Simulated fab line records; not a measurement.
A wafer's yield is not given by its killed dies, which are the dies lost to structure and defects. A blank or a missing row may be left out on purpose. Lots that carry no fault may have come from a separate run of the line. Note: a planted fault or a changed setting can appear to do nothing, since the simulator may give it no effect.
One fault through the eyes of 2 desks :: flow n5-finfet :: every desk sees just its own numbers, and what lay behind them comes last

FROM THE METROLOGY DESK
Lot by lot, what the gauges showed, no matter which tool ran the lot: averages of those sampled wafers that carry a number. Marked OUT: a lot whose mean sits more than 4 standard deviations from the usual mean, which makes it out of limits; the brackets give that distance. Of its 11 readings 7 are shown: those that lie furthest out on some lot.
Columns: A = FIN_CORE_OVL at N5_FIN_SAQP_OVL_MEAS_17, usual 0.1 nm; B = DIBL_N at N5_BEOL_M4_RC_MEAS_101, usual 36.1 mV/V; C = DIBL_P at N5_BEOL_M4_RC_MEAS_101, usual 36.4 mV/V; D = IOFF_P at N5_BEOL_M4_RC_MEAS_101, usual 0.22 nA/um; E = ION_P at N5_BEOL_M4_RC_MEAS_101, usual 462 uA/um; F = SS_P at N5_BEOL_M4_RC_MEAS_101, usual 73.3 mV/dec; G = VT_P at N5_BEOL_M4_RC_MEAS_101, usual -250 mV
lot: L466
first seen here: day 2 16:13
A: -0.6
B: 32.1
C: 31.9
D: 0.16
E: 454
F: 72.2
G: -253

lot: L468
first seen here: day 3 03:49
A: 0.2
B: 36.3
C: 37.0
D: 0.21
E: 459
F: 73.5
G: -251

lot: L470
first seen here: day 3 16:36
A: 0.1
B: 36.1
C: 36.0
D: 0.22
E: 466
F: 73.4
G: -249

lot: L471
first seen here: day 3 22:02
A: -0.7
B: 35.9
C: 35.5
D: 0.22
E: 465
F: 72.2
G: -250

lot: L472
first seen here: day 4 04:19
A: 0.1
B: 37.8
C: 38.3
D: 0.26
E: 468
F: 74.0
G: -246

lot: L478
first seen here: day 5 15:55
A: 0.1
B: 36.0
C: 34.1
D: 0.25
E: 470
F: 73.2
G: -242

lot: L482
first seen here: day 6 16:12
A: -0.5
B: 36.3
C: 36.6
D: 0.21
E: 462
F: 73.5
G: -251

lot: L483
first seen here: day 6 21:40
A: 1.2
B: 34.1
C: 34.1
D: 0.22
E: 474
F: 72.4
G: -246

lot: L485
first seen here: day 7 09:36
A: -0.2
B: 33.5
C: 33.8
D: 0.16
E: 453
F: 72.0
G: -254

lot: L486
first seen here: day 7 15:43
A: -0.7
B: 36.5
C: 34.9
D: 0.16
E: 444
F: 72.6
G: -256
This desk's finding: nothing out of limits on any of the 10 lots.

DESK OF THE TOOL OWNER: rie-si-01
The tool's own readings at N5_FIN_SAQP_MANDREL_ETCH_22 (etches a-Si in HBr/Cl2, stops on SiNx, target depth 60 nm, bt time 10 s, time 30 s): means of the sampled wafers that have a number, for each lot that ran on this tool. Marked OUT: a lot whose mean sits more than 4 standard deviations from the usual mean, which makes it out of limits; the brackets give that distance.
Columns: A = chamber-pressure-mTorr at N5_FIN_SAQP_MANDREL_ETCH_22, usual 10.001 mTorr; B = drypump-motor-current-A at N5_FIN_SAQP_MANDREL_ETCH_22, usual 5.96 A; C = mfc-cl2-sccm at N5_FIN_SAQP_MANDREL_ETCH_22, usual 80.02 sccm; D = oes-product-au at N5_FIN_SAQP_MANDREL_ETCH_22, usual 0.770 a.u.; E = throttle-valve-pct at N5_FIN_SAQP_MANDREL_ETCH_22, usual 35.5 %
lot: L466
first seen here: day 2 16:34
A: 10.009
B: 6.01
C: 79.85
D: 0.767
E: 35.4

lot: L468
first seen here: day 3 04:09
A: 9.997
B: 6.09
C: 79.92
D: 0.762
E: 35.6

lot: L470
first seen here: day 3 16:59
A: 9.997
B: 6.22
C: 75.33 (-20) OUT
D: 0.766
E: 35.0

lot: L471
first seen here: day 3 22:22
A: 10.002
B: 6.04
C: 75.61 (-19) OUT
D: 0.762
E: 35.1

lot: L472
first seen here: day 4 04:39
A: 10.000
B: 6.29
C: 80.28
D: 0.769
E: 35.5

lot: L482
first seen here: day 6 16:32
A: 9.998
B: 6.02
C: 80.21
D: 0.752
E: 35.5

lot: L483
first seen here: day 6 22:00
A: 10.008
B: 5.92
C: 80.37
D: 0.779
E: 35.5

lot: L486
first seen here: day 7 16:08
A: 10.009
B: 6.07
C: 80.15
D: 0.777
E: 35.4
This desk's finding: out of limits on L470, L471; first on L470, day 3 16:59 (mfc-cl2-sccm at N5_FIN_SAQP_MANDREL_ETCH_22). L466, L468, L472, L482, L483, L486 stayed within limits.

TAKEN TOGETHER
On L470, L471, at day 3 16:59, an alarm was possible from the tool owner's desk.
From the metrology desk's view, nothing was out of limits.
The metrology desk has L470, L471 on record, within its limits.
All the named lots went through N5_FIN_SAQP_MANDREL_ETCH_22 on rie-si-01.

WHAT WAS PUT IN BY THE SIMULATOR
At N5_FIN_SAQP_MANDREL_ETCH_22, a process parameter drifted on rie-si-01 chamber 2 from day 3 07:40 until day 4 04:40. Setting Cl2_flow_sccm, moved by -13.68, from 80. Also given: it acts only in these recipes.
Lots struck among those shown: L470, L471.
Delay in hours, fault start to first out-of-limits reading, by desk: the tool owner's desk at 9.
